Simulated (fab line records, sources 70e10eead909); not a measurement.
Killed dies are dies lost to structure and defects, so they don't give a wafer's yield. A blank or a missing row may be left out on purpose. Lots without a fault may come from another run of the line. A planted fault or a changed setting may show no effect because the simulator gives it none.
Which tool did it? | flow nand_harc | 12 lots, 36 wafers sampled, at 1 step of a route of 1302

WHAT THE GAUGES READ, wafer by wafer
NHARC_P_M2_INSPECT_11.
lot  | measured     | on                | raw_defect_count
L075 | day 6 18:36  | defect_inspect-01 | 1 4 10
L078 | day 8 03:23  | defect_inspect-01 | 8 5 3
L079 | day 8 19:19  | defect_inspect-01 | 5 2 6
L081 | day 9 17:10  | defect_inspect-02 | 4 3 0
L083 | day 10 12:41 | defect_inspect-01 | 8 6 15
L086 | day 11 04:35 | defect_inspect-01 | 2 2 8
L087 | day 11 14:42 | defect_inspect-02 | 7 5 3
L089 | day 12 20:15 | defect_inspect-02 | 4 4 3
L091 | day 13 18:46 | defect_inspect-02 | 7 3 9
L093 | day 14 04:59 | defect_inspect-02 | 5 2 4
L095 | day 15 02:21 | defect_inspect-01 | 6 9 7
L097 | day 15 20:20 | defect_inspect-02 | 6 3 5

WHICH TOOL RAN EACH LOT (tool, then ch and the chambers of the sampled wafers, then the start)
The record holds no process step before these readings.

THE ANSWER, worked out from the rows above alone
Rule: what is usual is taken from the lots themselves. Put in order of their means at a reading, lots are off if they are a third of the lots or fewer, leave a main group of 4 or more, and stand apart from it by a gap of 3 or more times the standard deviation of the main group's means; of several such gaps the widest counts. A main group whose means are all the same, to the digits that the tables above print for the reading, isn't used. A lot without any number at a reading at which 4 lots or more have one is off too. The other lots that the step has rows for count as sound.
No lot is off at any reading shown: from this, nothing can be told.

WHAT THE SIMULATOR HAD PUT IN
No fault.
